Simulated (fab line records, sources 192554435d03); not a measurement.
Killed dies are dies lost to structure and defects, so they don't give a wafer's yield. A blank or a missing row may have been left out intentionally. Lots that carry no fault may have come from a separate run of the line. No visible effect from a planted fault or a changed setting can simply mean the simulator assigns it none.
Which of the tools did it? -- flow n5Finfet -- 27 wafers from 9 lots sampled at 8 of the route's 1938 steps

## WHAT EACH GAUGE READ, for each wafer
N5_BEOL_M0_INSPECT_127: inspects for defects (darkfield).
lot,measured,on,rawDefectCount
L173,day 6 07:56,defectInspect-01,85 56 65
L177,day 7 03:54,defectInspect-01,103 62 87
L178,day 7 11:01,defectInspect-02,68 67 123
L179,day 7 19:47,defectInspect-02,66 64 58
L182,day 8 10:40,defectInspect-02,66 69 91
L185,day 9 06:04,defectInspect-02,62 59 68
L192,day 11 07:19,defectInspect-02,63 51 80
L193,day 11 07:44,defectInspect-01,580 51 82
L194,day 11 15:48,defectInspect-02,41 592 43

N5_BEOL_M1_INSPECT_13: inspects for defects (brightfield).
lot,measured,on,rawDefectCount
L173,day 6 10:41,defectInspect-01,459 436 570
L177,day 7 05:29,defectInspect-01,526 490 418
L178,day 7 12:09,defectInspect-01,395 406 443
L179,day 7 22:04,defectInspect-02,346 438 405
L182,day 8 11:37,defectInspect-02,442 346 344
L185,day 9 09:38,defectInspect-02,399 398 315
L192,day 11 08:37,defectInspect-01,351 220 288
L193,day 11 08:54,defectInspect-02,866 369 410
L194,day 11 17:22,defectInspect-02,401 866 412

N5_BEOL_M1_INSPECT_30: inspects for defects (brightfield).
lot,measured,on,rawDefectCount
L173,day 6 11:38,defectInspect-02,482 497 600
L177,day 7 06:28,defectInspect-02,568 513 430
L178,day 7 13:01,defectInspect-01,368 392 434
L179,day 7 23:16,defectInspect-02,375 455 401
L182,day 8 12:31,defectInspect-01,421 320 325
L185,day 9 10:37,defectInspect-02,388 418 301
L192,day 11 09:36,defectInspect-02,419 245 315
L193,day 11 09:54,defectInspect-02,845 354 402
L194,day 11 18:34,defectInspect-01,366 874 383

N5_BEOL_M4_RC_MEAS_101.
lot,measured,on,DIBL_N (mV/V),DIBL_P (mV/V),IOFF_N (nA/um),IOFF_P (nA/um),ION_N (uA/um),ION_P (uA/um),SS_N (mV/dec),SS_P (mV/dec),VT_N (mV),VT_P (mV)
L173,day 9 16:58,prober-02,36.0 39.0 35.8,33.8 39.3 34.8,0.128 0.195 0.135,0.19 0.27 0.20,644 685 658,452 472 451,70.7 71.7 71.0,72.8 73.7 73.5,254 249 253,-255 -247 -252
L177,day 10 16:06,prober-02,36.2 38.4 38.0,36.1 37.5 37.2,0.169 0.224 0.212,0.23 0.26 0.26,684 684 685,462 466 470,71.8 72.4 72.3,73.3 74.9 74.6,250 246 244,-249 -246 -248
L178,day 11 00:16,prober-01,34.5 35.3 35.4,34.7 34.3 34.9,0.136 0.138 0.137,0.18 0.16 0.17,683 655 667,459 444 452,70.8 71.7 71.6,73.2 73.0 72.5,250 251 249,-252 -254 -254
L179,day 11 03:11,prober-01,36.5 34.9 35.6,36.5 34.3 35.2,0.151 0.124 0.141,0.23 0.20 0.22,683 667 663,471 464 460,70.4 71.1 70.9,72.7 73.2 73.1,249 254 252,-248 -251 -249
L182,day 12 09:45,prober-02,34.7 35.7 36.0,34.5 34.6 35.6,0.137 0.144 0.157,0.19 0.18 0.20,675 661 668,467 455 453,71.1 71.6 72.3,72.2 72.4 72.8,248 249 247,-250 -253 -251
L185,day 12 10:01,prober-01,34.9 36.3 35.1,34.6 36.4 35.1,0.118 0.145 0.135,0.14 0.17 0.15,650 670 675,444 449 459,71.2 71.8 71.4,73.0 73.2 73.2,257 253 252,-257 -255 -258
L192,day 14 03:45,prober-02,38.4 35.2 35.5,38.3 34.8 34.9,0.216 0.145 0.156,0.26 0.21 0.21,694 676 684,470 467 465,71.6 71.3 71.2,73.8 72.8 72.8,246 251 251,-246 -248 -250
L193,day 14 09:38,prober-02,36.3 34.6 37.7,36.8 35.0 38.3,0.149 0.125 0.171,0.21 0.17 0.22,681 665 680,467 463 469,71.3 71.1 71.8,72.9 73.0 73.6,248 251 250,-253 -256 -250
L194,day 14 13:03,prober-02,37.0 38.2 36.7,38.1 39.0 37.3,0.190 0.210 0.182,0.24 0.25 0.23,696 696 685,478 474 468,70.9 71.6 71.7,74.2 73.7 73.2,244 242 248,-249 -248 -246

## WHICH TOOL RAN EACH LOT (tool, then ch and the chambers of the sampled wafers, then the start)
lot,N5_BEOL_M0_PRE_CLEAN_113,N5_BEOL_M0_SPUTTER_134,N5_BEOL_M0_CO_CAP_123,N5_BEOL_M1_HM_DEP_02
L173,"pvdSputter-01, day 6 05:48","pvdSputter-03, day 6 06:40","cvdCo-01 ch 0,2, day 6 07:42","pvdSputter-03, day 6 10:02"
L177,"pvdSputter-02, day 7 01:53","pvdSputter-02, day 7 02:41","cvdCo-02 ch 0,1, day 7 03:40","pvdSputter-01, day 7 04:53"
L178,"pvdSputter-01, day 7 07:17","pvdSputter-01, day 7 09:38","cvdCo-01 ch 0,1,2, day 7 10:49","pvdSputter-02, day 7 11:40"
L179,"pvdSputter-03, day 7 17:44","pvdSputter-02, day 7 18:32","cvdCo-01 ch 0, day 7 19:32","pvdSputter-02, day 7 21:35"
L182,"pvdSputter-01, day 8 06:31","pvdSputter-03, day 8 09:27","cvdCo-02 ch 0,1,2, day 8 10:26","pvdSputter-01, day 8 11:01"
L185,"pvdSputter-01, day 9 02:27","pvdSputter-01, day 9 04:51","cvdCo-01 ch 0,2, day 9 05:51","pvdSputter-03, day 9 09:09"
L192,"pvdSputter-03, day 11 05:06","pvdSputter-02, day 11 06:06","cvdCo-01 ch 1,2, day 11 07:06","pvdSputter-03, day 11 08:00"
L193,"pvdSputter-03, day 11 05:11","pvdSputter-02, day 11 06:32","cvdCo-01 ch 0,1,2, day 11 07:32","pvdSputter-03, day 11 08:25"
L194,"pvdSputter-02, day 11 13:41","pvdSputter-01, day 11 14:35","cvdCo-01 ch 0,1,2, day 11 15:35","pvdSputter-03, day 11 16:53"
- N5_BEOL_M0_PRE_CLEAN_113: time 30 s.
- N5_BEOL_M0_SPUTTER_134: material Cu, target thk 4 nm, time 7.37 s.
- N5_BEOL_M0_CO_CAP_123: material Co, precursor CCTBA/H2, target thk 2 nm, time 102.1 s.
- N5_BEOL_M1_HM_DEP_02: deposits TiN, target thk 20 nm.

## WHAT THE TOOLS THEMSELVES READ (means of the sampled wafers that have a number; where no wafer has one, the mark that the record gives instead)
N5_BEOL_M0_PRE_CLEAN_113.
lot,tool,heaterPowerW (W),susceptorTempC (C)
L173,pvdSputter-01,318,249.95
L177,pvdSputter-02,293,250.04
L178,pvdSputter-01,334,250.12
L179,pvdSputter-03,309,250.06
L182,pvdSputter-01,351,250.20
L185,pvdSputter-01,314,249.87
L192,pvdSputter-03,321,250.01
L193,pvdSputter-03,307,250.05
L194,pvdSputter-02,298,250.06

N5_BEOL_M0_SPUTTER_134.
lot,tool,susceptorTempC (C),throttleValvePct (%)
L173,pvdSputter-03,-20.03,29.0
L177,pvdSputter-02,-19.99,29.6
L178,pvdSputter-01,-20.03,31.5
L179,pvdSputter-02,-19.96,30.8
L182,pvdSputter-03,-19.90,28.3
L185,pvdSputter-01,-19.97,31.3
L192,pvdSputter-02,-20.06,30.0
L193,pvdSputter-02,-19.96,29.5
L194,pvdSputter-01,-19.92,30.5

N5_BEOL_M0_CO_CAP_123.
lot,tool,heaterPowerW (W),susceptorTempC (C)
L173,cvdCo-01,220,200.21
L177,cvdCo-02,250,200.00
L178,cvdCo-01,247,200.09
L179,cvdCo-01,252,199.89
L182,cvdCo-02,239,200.06
L185,cvdCo-01,219,200.08
L192,cvdCo-01,258,200.02
L193,cvdCo-01,248,199.92
L194,cvdCo-01,245,199.98

N5_BEOL_M1_HM_DEP_02.
lot,tool,susceptorTempC (C),throttleValvePct (%)
L173,pvdSputter-03,25.08,28.8
L177,pvdSputter-01,24.96,30.3
L178,pvdSputter-02,25.00,29.8
L179,pvdSputter-02,24.99,29.5
L182,pvdSputter-01,25.01,31.1
L185,pvdSputter-03,25.03,28.2
L192,pvdSputter-03,25.07,28.8
L193,pvdSputter-03,25.01,28.7
L194,pvdSputter-03,25.08,28.8

## THE ANSWER, worked out from the rows above alone
Rule: the usual values come from the lots themselves. Put in order of their means at a reading, lots are off if they are a third of the lots or fewer, leave a main group of 4 or more, and stand apart from it by a gap of 3 or more times the standard deviation of the main group's means; of several such gaps the widest counts. A main group is skipped when, at the precision printed for the reading in the tables above, its means are all equal. A lot without any number at a reading at which 4 lots or more have one is off too. All remaining lots with rows at the step are treated as sound. Order of review: gauges by route order, followed by the tools' own readings, for which a lot's mean as printed above is used. At the first step where some lot is off, the reading lying furthest off is the one used; lots without a number count as furthest.
Off: L193, L194, at N5_BEOL_M0_INSPECT_127 (rawDefectCount). For the main group the mean is 72 and the standard deviation 9.1.
If a tool, at a process step before that reading, ran all the lots that are off and no sound lot after the first of them, it fits. The gauges at N5_BEOL_M0_INSPECT_127 are tried like those tools. One fits: N5_BEOL_M0_CO_CAP_123 on cvdCo-01. Its last sound lot is L192 (day 11 07:06), its first lot that is off L193 (day 11 07:32): a fault that began between those two fits.

## WHAT THE SIMULATOR PUT IN
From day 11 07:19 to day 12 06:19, cvdCo-01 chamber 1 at N5_BEOL_M0_CO_CAP_123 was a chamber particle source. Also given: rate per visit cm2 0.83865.
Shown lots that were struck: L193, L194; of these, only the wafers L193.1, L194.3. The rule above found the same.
